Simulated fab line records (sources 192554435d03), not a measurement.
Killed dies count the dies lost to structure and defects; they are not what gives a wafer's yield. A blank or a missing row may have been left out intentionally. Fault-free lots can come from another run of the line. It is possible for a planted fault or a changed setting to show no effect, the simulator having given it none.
Split-lot experiment + flow n5-finfet + route with 1938 steps; 7 lots, 21 wafers read

ABOUT THE SPLIT
At N5_PASSIVATION_ETCH_54 (etches SiO2 in CHF3/O2, target depth 880 nm, time 440 s), the setting bias-w was moved away from the recipe's 170 W on 6 of the 21 wafers read, by +6.6% to +13.4%. This setting was run at the recipe's value on the other wafers.

The reading is taken at the split's own step.

THE READING
rf-vpp-V, in V, at N5_PASSIVATION_ETCH_54 (etches SiO2 in CHF3/O2, target depth 880 nm, time 440 s). Typical for fault-free wafers on this fab line: 519 V, with standard deviation 3.6 V.

| wafer  | tool, chamber at the split | bias-w as run, W | against the recipe | rf-vpp-V, V | against lot-mates on the recipe |
|--------|----------------------------|------------------|--------------------|-------------|---------------------------------|
| L077.2 | rie-diel-01, 1             | 170              | recipe             | 516         | -                               |
| L077.3 | rie-diel-01, 3             | 170              | recipe             | 518         | -                               |
| L077.6 | rie-diel-01, 1             | 170              | recipe             | 515         | -                               |
| L075.2 | rie-diel-06, 0             | 170              | recipe             | 525         | -                               |
| L075.4 | rie-diel-06, 3             | 170              | recipe             | 520         | -                               |
| L075.6 | rie-diel-06, 0             | 170              | recipe             | 525         | -                               |
| L085.3 | rie-diel-06, 1             | 170              | recipe             | 512         | -                               |
| L085.4 | rie-diel-06, 3             | 170              | recipe             | 521         | -                               |
| L085.6 | rie-diel-06, 3             | 181.2            | +6.6%              | 548         | +32                             |
| L087.2 | rie-diel-01, 2             | 170              | recipe             | 522         | -                               |
| L087.3 | rie-diel-01, 3             | 185.5            | +9.1%              | 554         | +32                             |
| L087.6 | rie-diel-01, 2             | 185.5            | +9.1%              | 560         | +38                             |
| L090.2 | rie-diel-01, 1             | 189.6            | +11.5%             | 561         | +45                             |
| L090.5 | rie-diel-01, 3             | 170              | recipe             | 516         | -                               |
| L090.6 | rie-diel-01, 0             | 189.6            | +11.5%             | 569         | +53                             |
| L094.2 | rie-diel-01, 2             | 170              | recipe             | 523         | -                               |
| L094.3 | rie-diel-01, 0             | 192.7            | +13.4%             | 576         | +54                             |
| L094.6 | rie-diel-01, 0             | 170              | recipe             | 521         | -                               |
| L096.1 | rie-diel-04, 2             | 170              | recipe             | 524         | -                               |
| L096.2 | rie-diel-04, 1             | 170              | recipe             | 522         | -                               |
| L096.4 | rie-diel-04, 2             | 170              | recipe             | 525         | -                               |

FIT RESULTS
A straight line over all 21 wafers: rf-vpp-V changes by +4.01 V for each +1% of bias-w; r = +0.98; the points scatter about the line by 3.9 V.
The same after taking each lot's own level away (the mean of its wafers on the recipe; 21 wafers): +4.12 V for each +1%; r = +0.99; scatter 2.9 V.
According to that fit, moving bias-w by its largest amount changes the reading by 55 V.
The span of the lots' own levels, 516.0 to 523.7 V, comes to 2.1 times the standard deviation stated above.
Consequently the slope shifts little with the lot-to-lot level, the two slopes agreeing.
Check: for one of the wafers moved furthest among these (+13.4%), held out of the fit, the line's prediction against its lot-mates is +55.5 V. Against them it came out at +54 V.
Tool readings at the split's step, against how far the setting was moved: rf-vpp-V r = +0.98.

ADDITIONAL SPLITS CARRIED BY THESE WAFERS
These wafers also went through other splits before the reading. Each is held against what the fit with the lots' levels taken away leaves over:
| other split on the same wafers    | wafers away from the commonest value | r with rf-vpp-V (lot level and that fit taken away) |
|-----------------------------------|--------------------------------------|-----------------------------------------------------|
| N5_BEOL_M14_ILD_DEP_00 time-s     | 7                                    | -0.04                                               |
| N5_BEOL_M14_TRENCH_ETCH_34 bias-w | 4                                    | -0.02                                               |
| N5_BEOL_M15_PEB_26 peb-time-s     | 5                                    | -0.20                                               |
| N5_BEOL_M15_TRENCH_ETCH_34 bias-w | 8                                    | +0.02                                               |
| N5_MIM_BOT_ETCH_ETCH_04 time-s    | 5                                    | +0.24                                               |
| N5_PASSIVATION_PECVD_55 time-s    | 6                                    | +0.41                                               |

FILE'S OWN FIT
rf-vpp-V changes by +4.13 V for each +1% of bias-w, r = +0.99.
